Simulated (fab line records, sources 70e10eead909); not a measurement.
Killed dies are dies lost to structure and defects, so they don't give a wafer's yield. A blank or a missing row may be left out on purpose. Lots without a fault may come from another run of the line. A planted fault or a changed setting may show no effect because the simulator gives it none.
Chamber matching | flow nand_harc | NHARC_A_STAIRCASE_ETCH_313 on rie_diel-06: 4 sister chambers
The step etches the open film in CF4/CHF3. 8 wafers are shown with their chamber, then 9 later ones without.

WAFERS WITH THEIR CHAMBER
wafer  | chamber | drypump_motor_current_A (A) | showerhead_plenum_p_Torr (Torr)
L075.6 | 1       | 5.6                         | 1.54
L078.5 | 2       | 5.5                         | 1.65
L081.4 | 0       | 5.6                         | 1.60
L085.2 | 0       | 5.6                         | 1.60
L085.3 | 2       | 5.5                         | 1.65
L088.1 | 3       | 4.8                         | 1.64
L088.3 | 1       | 5.7                         | 1.53
L088.6 | 3       | 4.8                         | 1.64

WAFERS WITHOUT THEIR CHAMBER
wafer  | drypump_motor_current_A (A) | showerhead_plenum_p_Torr (Torr)
L089.2 | 5.5                         | 1.65
L089.5 | 5.6                         | 1.60
L089.6 | 4.8                         | 1.64
L091.2 | 4.8                         | 1.64
L091.4 | 5.5                         | 1.65
L091.6 | 5.6                         | 1.60
L096.1 | 5.6                         | 1.60
L096.4 | 4.8                         | 1.63
L096.5 | 5.5                         | 1.64

WHICH CHAMBER EACH WENT THROUGH
wafer  | from the rows above | in truth
L089.2 | 2                   | 2
L089.5 | 0                   | 0
L089.6 | 3                   | 3
L091.2 | 3                   | 3
L091.4 | 2                   | 2
L091.6 | 0                   | 0
L096.1 | 0                   | 0
L096.4 | 3                   | 3
L096.5 | 2                   | 2
Placed correctly: 9 of 9. Can't be placed from these rows: 0. Placed wrongly: 0.
How it was worked out, from the rows above alone: a wafer's distance from a chamber is the root of the sum, over the readings, of the square of ((its reading less the chamber's mean) divided by the reading's scatter). The wafer belongs to the nearest chamber; if the next one is less than 2 further off, it can't be placed. A chamber's mean is the mean of its shown wafers. The scatter: the root of (the sum of the squares of (reading less its chamber's mean) over the shown wafers, divided by (wafers less chambers)).
